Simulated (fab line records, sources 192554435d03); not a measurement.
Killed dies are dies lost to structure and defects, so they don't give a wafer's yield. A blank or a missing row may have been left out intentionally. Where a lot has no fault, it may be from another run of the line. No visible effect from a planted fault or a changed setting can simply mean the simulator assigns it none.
Chamber matching :: flow n5_finfet :: pecvd-01 running N5_BEOL_M14_DEP_53: 3 sister chambers
The step deposits SiCN from 3MS/NH3, target thk 50 nm, time 17.8 s. 6 wafers are shown with their chamber, then 11 later ones without.

EACH WAFER AND ITS CHAMBER
wafer: L078.5
chamber: 0
throttle_valve_pct (%): 19.0
showerhead_plenum_p_Torr (Torr): 4.168

wafer: L084.2
chamber: 2
throttle_valve_pct (%): 17.4
showerhead_plenum_p_Torr (Torr): 4.165

wafer: L087.1
chamber: 1
throttle_valve_pct (%): 17.8
showerhead_plenum_p_Torr (Torr): 4.172

wafer: L087.2
chamber: 2
throttle_valve_pct (%): 17.7
showerhead_plenum_p_Torr (Torr): 4.165

wafer: L087.3
chamber: 0
throttle_valve_pct (%): 19.2
showerhead_plenum_p_Torr (Torr): 4.174

wafer: L089.1
chamber: 1
throttle_valve_pct (%): 17.7
showerhead_plenum_p_Torr (Torr): 4.169

WAFERS WITHOUT THEIR CHAMBER
wafer: L089.4
throttle_valve_pct (%): 17.8
showerhead_plenum_p_Torr (Torr): 4.168

wafer: L089.6
throttle_valve_pct (%): 17.3
showerhead_plenum_p_Torr (Torr): 4.160

wafer: L091.1
throttle_valve_pct (%): 17.7
showerhead_plenum_p_Torr (Torr): 4.156

wafer: L091.2
throttle_valve_pct (%): 18.9
showerhead_plenum_p_Torr (Torr): 4.178

wafer: L091.3
throttle_valve_pct (%): 17.5
showerhead_plenum_p_Torr (Torr): 4.149

wafer: L094.1
throttle_valve_pct (%): 17.4
showerhead_plenum_p_Torr (Torr): 4.160

wafer: L094.3
throttle_valve_pct (%): 19.4
showerhead_plenum_p_Torr (Torr): 4.172

wafer: L094.4
throttle_valve_pct (%): 17.7
showerhead_plenum_p_Torr (Torr): 4.159

wafer: L097.3
throttle_valve_pct (%): 17.6
showerhead_plenum_p_Torr (Torr): 4.163

wafer: L097.4
throttle_valve_pct (%): 19.4
showerhead_plenum_p_Torr (Torr): 4.175

wafer: L097.6
throttle_valve_pct (%): 17.3
showerhead_plenum_p_Torr (Torr): 4.158

WHICH CHAMBER EACH WENT THROUGH
wafer: L089.4
from the rows above: can't be placed: 1 or 2
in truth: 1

wafer: L089.6
from the rows above: 2
in truth: 2

wafer: L091.1
from the rows above: can't be placed: 2 or 1
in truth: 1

wafer: L091.2
from the rows above: 0
in truth: 0

wafer: L091.3
from the rows above: 2
in truth: 2

wafer: L094.1
from the rows above: 2
in truth: 2

wafer: L094.3
from the rows above: 0
in truth: 0

wafer: L094.4
from the rows above: can't be placed: 2 or 1
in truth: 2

wafer: L097.3
from the rows above: 2
in truth: 2

wafer: L097.4
from the rows above: 0
in truth: 0

wafer: L097.6
from the rows above: 2
in truth: 2
Correct placement for 8 of the 11. From these rows, 3 cannot be placed; in 3 the true chamber is one of the candidates. Placed wrongly: 0.
How it was worked out, from the rows above alone: a wafer's distance from a chamber is the root of the sum, over the readings, of the square of ((its reading less the chamber's mean) divided by the reading's scatter). The wafer belongs to the nearest chamber; if the next one is less than 2 further off, it can't be placed. Each chamber's mean is taken over the wafers shown for it. The scatter: the root of (the sum of the squares of (reading less its chamber's mean) over the shown wafers, divided by (wafers less chambers)).
